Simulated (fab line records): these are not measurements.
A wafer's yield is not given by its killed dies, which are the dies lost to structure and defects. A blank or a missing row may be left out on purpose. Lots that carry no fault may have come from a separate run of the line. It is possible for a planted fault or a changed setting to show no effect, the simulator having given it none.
Chamber matching | flow nand-harc | cmp-01 running NHARC_A_DECK1_JOINT_CMP_13: 4 sister chambers
The step polishes, target thk 51.023 nm. 7 wafers are shown with their chamber, then 7 later ones without.

== EACH WAFER AND ITS CHAMBER ==
wafer  | chamber | motor-current-A (A) | edge-zone-pressure-frac
L084.3 | 2       | 13.0                | 0.992
L084.5 | 3       | 14.9                | 0.996
L085.2 | 1       | 14.1                | 0.997
L085.5 | 1       | 15.1                | 0.997
L085.6 | 0       | 14.0                | 1.006
L091.1 | 0       | 13.4                | 0.998
L091.5 | 3       | 13.9                | 0.997

== WAFERS WHOSE CHAMBER IS MISSING ==
wafer  | motor-current-A (A) | edge-zone-pressure-frac
L091.6 | 12.9                | 0.997
L092.2 | 13.6                | 0.998
L092.5 | 14.3                | 1.001
L092.6 | 13.1                | 0.997
L096.2 | 14.7                | 1.002
L096.4 | 13.9                | 1.000
L096.6 | 13.8                | 0.994

== THE CHAMBER EACH PASSED THROUGH ==
wafer  | from the rows above               | in truth
L091.6 | can't be placed: 2 or 0 or 3 or 1 | 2
L092.2 | can't be placed: 0 or 3 or 1 or 2 | 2
L092.5 | can't be placed: 0 or 1 or 3      | 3
L092.6 | can't be placed: 2 or 0 or 3 or 1 | 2
L096.2 | can't be placed: 1 or 0 or 3      | 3
L096.4 | can't be placed: 0 or 3 or 1      | 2
L096.6 | can't be placed: 3 or 2 or 1 or 0 | 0
0 of 7 placed correctly. Cannot be placed on the basis of these rows: 7; the candidates contain the true chamber in 6. Placed wrongly: 0.
How it was worked out, from the rows above alone: a wafer's distance from a chamber is the root of the sum, over the readings, of the square of ((its reading less the chamber's mean) divided by the reading's scatter). If the next closest chamber is less than 2 further off than the closest, the wafer can't be placed; otherwise it belongs to the closest. Each chamber's mean is taken over the wafers shown for it. How the scatter is found: for the shown wafers, subtract from each reading the mean of its chamber, square and add these, divide the total by (wafers less chambers), then take the root.
